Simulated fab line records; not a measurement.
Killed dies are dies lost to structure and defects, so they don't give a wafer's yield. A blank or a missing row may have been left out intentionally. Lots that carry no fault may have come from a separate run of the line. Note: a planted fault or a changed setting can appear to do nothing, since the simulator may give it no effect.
Which tool was responsible? -- flow n5-finfet -- 27 wafers from 9 lots sampled at 6 of the route's 1938 steps

## WHAT THE GAUGES READ, wafer by wafer
N5_FIN_SAQP_CD_MEAS_16: the cd target is 35.6 nm.
lot,measured,on,cd-nm (nm)
L219,day 3 16:23,cd-sem-02,35.44 35.73 36.10
L220,day 3 22:00,cd-sem-03,35.15 35.43 35.98
L222,day 4 10:32,cd-sem-03,35.37 34.99 35.59
L225,day 5 06:33,cd-sem-02,35.44 36.16 35.84
L231,day 6 15:56,cd-sem-02,36.22 36.65 36.70
L232,day 6 22:16,cd-sem-01,36.31 36.61 36.39
L233,day 7 03:29,cd-sem-03,35.74 35.86 35.75
L234,day 7 09:38,cd-sem-03,35.94 35.45 35.49
L235,day 7 15:20,cd-sem-02,35.35 35.22 35.74

N5_BEOL_M4_RC_MEAS_101.
lot,measured,on,DIBL_N (mV/V),DIBL_P (mV/V),IOFF_N (nA/um),IOFF_P (nA/um),ION_N (uA/um),ION_P (uA/um),SS_N (mV/dec),SS_P (mV/dec),VT_N (mV),VT_P (mV)
L219,day 10 01:01,prober-02,35.5 34.6 39.3,37.0 35.8 42.0,0.17 0.15 0.28,0.27 0.24 0.38,689 687 708,478 480 488,71.1 71.0 72.2,73.5 72.2 73.6,246 249 238,-243.1 -246.4 -240.6
L220,day 10 10:07,prober-02,36.3 34.8 38.2,36.3 34.0 39.1,0.14 0.12 0.18,0.18 0.15 0.22,665 664 693,455 455 465,71.3 71.0 70.9,73.1 72.9 74.1,252 256 249,-255.5 -258.4 -252.0
L222,day 10 20:47,prober-01,39.5 37.6 40.1,38.0 36.5 38.6,0.17 0.16 0.18,0.22 0.22 0.23,673 673 686,458 468 466,72.5 71.8 72.8,74.0 72.9 74.0,249 250 250,-249.8 -250.6 -247.5
L225,day 11 23:54,prober-01,37.1 38.7 38.9,35.6 37.7 38.3,0.15 0.19 0.18,0.21 0.25 0.27,672 687 679,465 471 467,72.3 72.5 72.9,73.7 73.8 73.5,253 250 250,-248.6 -247.8 -247.4
L231,day 12 20:28,prober-01,38.0 38.1 37.2,37.9 39.2 37.7,0.18 0.18 0.17,0.22 0.24 0.21,666 680 685,456 475 466,71.7 72.4 71.8,74.5 73.8 73.5,249 248 246,-250.5 -251.5 -250.0
L232,day 13 12:35,prober-02,33.1 34.5 35.5,33.0 34.4 35.7,0.12 0.14 0.16,0.19 0.21 0.23,661 685 669,466 470 469,70.7 70.8 70.9,71.9 73.4 72.7,255 251 248,-247.7 -247.6 -248.0
L233,day 13 19:41,prober-02,32.2 32.5 33.8,32.2 32.5 33.8,0.10 0.11 0.12,0.15 0.15 0.17,641 671 650,449 462 453,70.8 70.4 70.7,72.1 72.4 72.5,256 255 253,-254.0 -252.8 -252.0
L234,day 14 04:28,prober-01,36.1 36.2 36.2,36.8 36.5 37.3,0.17 0.16 0.16,0.23 0.23 0.25,682 682 683,469 475 467,71.8 71.7 71.4,73.2 72.9 73.1,248 248 249,-249.1 -246.7 -244.5
L235,day 14 01:23,prober-01,34.1 34.1 38.3,35.5 34.8 40.8,0.14 0.14 0.23,0.20 0.19 0.31,680 661 698,469 457 477,71.8 71.4 71.7,72.6 72.4 73.5,250 249 245,-250.0 -249.1 -246.5

## WHAT TOOL EACH LOT RAN ON (gives the tool, then ch and the chambers of the sampled wafers, and finally the start)
lot,N5_FIN_SAQP_PECVD_47,N5_FIN_SAQP_PEB_14,N5_FIN_SAQP_ETCH_51,N5_FIN_SAQP_STRIP_55
L219,"pecvd-03 ch 1,2, day 3 15:43","litho-track-05 ch 0, day 3 16:20","rie-diel-05 ch 0,1,3, day 3 16:49","rie-diel-05 ch 1,2, day 3 17:10"
L220,"pecvd-02 ch 0,1, day 3 21:17","litho-track-02 ch 0, day 3 21:56","rie-diel-05 ch 1,2,3, day 3 22:08","rie-diel-05 ch 0,1, day 3 22:29"
L222,"pecvd-03 ch 1,2, day 4 09:52","litho-track-02 ch 0, day 4 10:28","rie-diel-02 ch 0,2, day 4 10:40","rie-diel-02 ch 0,1,2, day 4 11:01"
L225,"pecvd-03 ch 0,2, day 5 05:53","litho-track-02 ch 0, day 5 06:29","rie-diel-01 ch 1,2,3, day 5 06:41","rie-diel-05 ch 1,2,3, day 5 07:11"
L231,"pecvd-02 ch 0,2, day 6 15:16","litho-track-02 ch 0, day 6 15:52","rie-diel-05 ch 1,2, day 6 16:04","rie-diel-01 ch 0,2,3, day 6 16:25"
L232,"pecvd-03 ch 0,1,2, day 6 21:44","litho-track-02 ch 0, day 6 22:12","rie-diel-05 ch 1,2, day 6 22:24","rie-diel-01 ch 0,1,2, day 6 22:45"
L233,"pecvd-02 ch 0,1,2, day 7 02:50","litho-track-05 ch 0, day 7 03:25","rie-diel-05 ch 1,2,3, day 7 03:37","rie-diel-01 ch 2,3, day 7 03:59"
L234,"pecvd-02 ch 0,2, day 7 08:58","litho-track-05 ch 0, day 7 09:34","rie-diel-02 ch 1,2,3, day 7 09:46","rie-diel-05 ch 1,2,3, day 7 10:11"
L235,"pecvd-02 ch 1,2, day 7 14:45","litho-track-05 ch 0, day 7 15:16","rie-diel-05 ch 1,2,3, day 7 15:28","rie-diel-01 ch 2,3, day 7 15:49"
- N5_FIN_SAQP_PECVD_47: deposits a-Si from SiH4/He, target thk 45 nm, time 36.3 s.
- N5_FIN_SAQP_PEB_14: peb time 60 s.
- N5_FIN_SAQP_ETCH_51: etches SiARC in CF4, target depth 45.5 nm, time 75.8 s.
- N5_FIN_SAQP_STRIP_55: strips in N2/H2.

## WHAT THE TOOLS THEMSELVES READ (means of the sampled wafers that have a number; where no wafer has one, the mark that the record gives instead)
N5_FIN_SAQP_PECVD_47.
lot,tool,heater-power-w (W),showerhead-plenum-p-Torr (Torr),throttle-valve-pct (%)
L219,pecvd-03,835,5.75,17.7
L220,pecvd-02,872,5.62,17.4
L222,pecvd-03,777,5.70,17.6
L225,pecvd-03,836,5.66,17.2
L231,pecvd-02,946,5.66,17.6
L232,pecvd-03,791,5.71,17.7
L233,pecvd-02,938,5.66,17.5
L234,pecvd-02,933,5.68,17.7
L235,pecvd-02,865,5.64,17.2

N5_FIN_SAQP_ETCH_51.
lot,tool,drypump-motor-current-A (A),etch-rf-on-time-s (s),oes-product-au (a.u.),rf-vpp-V (V),showerhead-plenum-p-Torr (Torr),throttle-valve-pct (%)
L219,rie-diel-05,6.1,75.0,0.63,183.9,2.13,15.56
L220,rie-diel-05,6.1,74.9,0.63,183.9,2.13,15.52
L222,rie-diel-02,6.0,75.6,0.66,185.1,2.21,15.38
L225,rie-diel-01,5.4,74.6,0.71,183.9,2.14,15.45
L231,rie-diel-05,5.9,77.4,0.62,185.7,2.19,15.61
L232,rie-diel-05,6.2,76.1,0.62,184.9,2.15,15.44
L233,rie-diel-05,6.1,74.4,0.62,184.2,2.13,15.57
L234,rie-diel-02,6.0,74.0,0.77,185.4,2.24,15.45
L235,rie-diel-05,6.1,74.6,0.62,184.4,2.13,15.56

N5_FIN_SAQP_STRIP_55.
lot,tool,drypump-motor-current-A (A),h2-flow-sccm (sccm),n2-flow-sccm (sccm),oes-product-au (a.u.),rf-vpp-V (V),showerhead-plenum-p-Torr (Torr),throttle-valve-pct (%)
L219,rie-diel-05,5.9,300.8,300.7,0.74,123.5,3.45,19.0
L220,rie-diel-05,6.2,300.9,300.6,0.73,123.2,3.39,18.6
L222,rie-diel-02,6.2,300.2,300.3,0.75,121.7,3.36,19.0
L225,rie-diel-05,6.1,300.2,299.8,0.73,121.7,3.35,18.9
L231,rie-diel-01,5.6,300.1,299.7,0.78,121.9,3.28,18.7
L232,rie-diel-01,5.9,299.8,300.5,0.77,123.6,3.37,19.0
L233,rie-diel-01,5.0,300.3,300.9,0.76,119.8,3.24,18.8
L234,rie-diel-05,6.1,299.5,299.9,0.73,121.7,3.34,18.9
L235,rie-diel-01,5.0,300.0,300.0,0.81,121.0,3.27,18.6

## THE ANSWER, worked out from the rows above alone
Rule: what is usual is taken from the lots themselves. The widest of any qualifying gaps counts: lots, ordered by their means at a reading, are off when they make up no more than a third of the lots, leave a main group of 4 or more, and stand apart from it by 3 or more times the standard deviation of that group's means. A main group whose means are all the same, to the digits that the tables above print for the reading, isn't used. Also off: a lot with no number at a reading for which 4 or more lots have one. All remaining lots with rows at the step are treated as sound. The gauges are gone through in route order, then the tools' own readings, and for those a lot's mean is taken as printed above. At the first step where some lot is off, the reading lying furthest off is the one used; lots without a number count as furthest.
Off: L231, L232, at N5_FIN_SAQP_CD_MEAS_16 (cd-nm). Main group: mean 35.61 nm, sd 0.18.
If a tool, at a process step before that reading, ran all the lots that are off and no sound lot after the first of them, it fits. Those tools and the gauges at N5_FIN_SAQP_CD_MEAS_16 are tried in the same way. One candidate fits, namely litho-track-02 at N5_FIN_SAQP_PEB_14. A fault onset in the window from L225 (day 5 06:29, its last sound lot) to L231 (day 6 15:52, its first lot off) fits.

## WHAT THE SIMULATOR HAD PUT IN
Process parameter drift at N5_FIN_SAQP_PEB_14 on litho-track-02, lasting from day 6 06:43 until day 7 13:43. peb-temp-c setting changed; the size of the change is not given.
Lots struck among those shown: L231, L232. The rule given above showed the same thing.
